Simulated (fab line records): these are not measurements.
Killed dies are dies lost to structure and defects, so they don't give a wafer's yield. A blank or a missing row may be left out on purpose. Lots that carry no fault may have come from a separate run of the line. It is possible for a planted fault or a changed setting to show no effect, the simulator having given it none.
Chamber matching || flow n5Finfet || N5_SDB_ETCH_17 on rieDiel-03 has 4 sister chambers
The step etches SiARC in CF4, target depth 23.4 nm, time 39 s. 4 wafers are shown with their chamber, then 9 later ones without.

== WAFERS WITH THEIR CHAMBER ==
{"wafer": "L082.1", "chamber": 3, "drypumpMotorCurrentA (A)": 5.6}
{"wafer": "L083.1", "chamber": 2, "drypumpMotorCurrentA (A)": 5.9}
{"wafer": "L089.3", "chamber": 1, "drypumpMotorCurrentA (A)": 6.8}
{"wafer": "L089.5", "chamber": 0, "drypumpMotorCurrentA (A)": 5.5}

== WAFERS MISSING THEIR CHAMBER ==
{"wafer": "L090.3", "drypumpMotorCurrentA (A)": 5.6}
{"wafer": "L090.4", "drypumpMotorCurrentA (A)": 5.5}
{"wafer": "L090.6", "drypumpMotorCurrentA (A)": 6.7}
{"wafer": "L091.1", "drypumpMotorCurrentA (A)": 6.7}
{"wafer": "L091.3", "drypumpMotorCurrentA (A)": 5.9}
{"wafer": "L091.5", "drypumpMotorCurrentA (A)": 6.8}
{"wafer": "L097.2", "drypumpMotorCurrentA (A)": 6.7}
{"wafer": "L097.3", "drypumpMotorCurrentA (A)": 5.6}
{"wafer": "L097.6", "drypumpMotorCurrentA (A)": 6.8}

== WHICH CHAMBER EACH ONE RAN IN ==
{"wafer": "L090.3", "from the rows above": "can't be placed: 3 or 0", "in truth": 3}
{"wafer": "L090.4", "from the rows above": "can't be placed: 0 or 3", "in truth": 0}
{"wafer": "L090.6", "from the rows above": 1, "in truth": 1}
{"wafer": "L091.1", "from the rows above": 1, "in truth": 1}
{"wafer": "L091.3", "from the rows above": 2, "in truth": 2}
{"wafer": "L091.5", "from the rows above": 1, "in truth": 1}
{"wafer": "L097.2", "from the rows above": 1, "in truth": 1}
{"wafer": "L097.3", "from the rows above": "can't be placed: 3 or 0", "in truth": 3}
{"wafer": "L097.6", "from the rows above": 1, "in truth": 1}
Correct placement for 6 of the 9. Unplaceable from these rows: 3, with the true chamber sitting among the candidates in 3. Number placed wrongly: 0.
How it was worked out, from the rows above alone: a wafer's distance from a chamber is the root of the sum, over the readings, of the square of ((its reading less the chamber's mean) divided by the reading's scatter). If the next closest chamber is less than 2 further off than the closest, the wafer can't be placed; otherwise it belongs to the closest. A chamber's mean is the mean of its shown wafers. The scatter (one wafer shown for each chamber): square how far every hidden wafer sits from the nearest shown wafer, average those squares and take the square root.
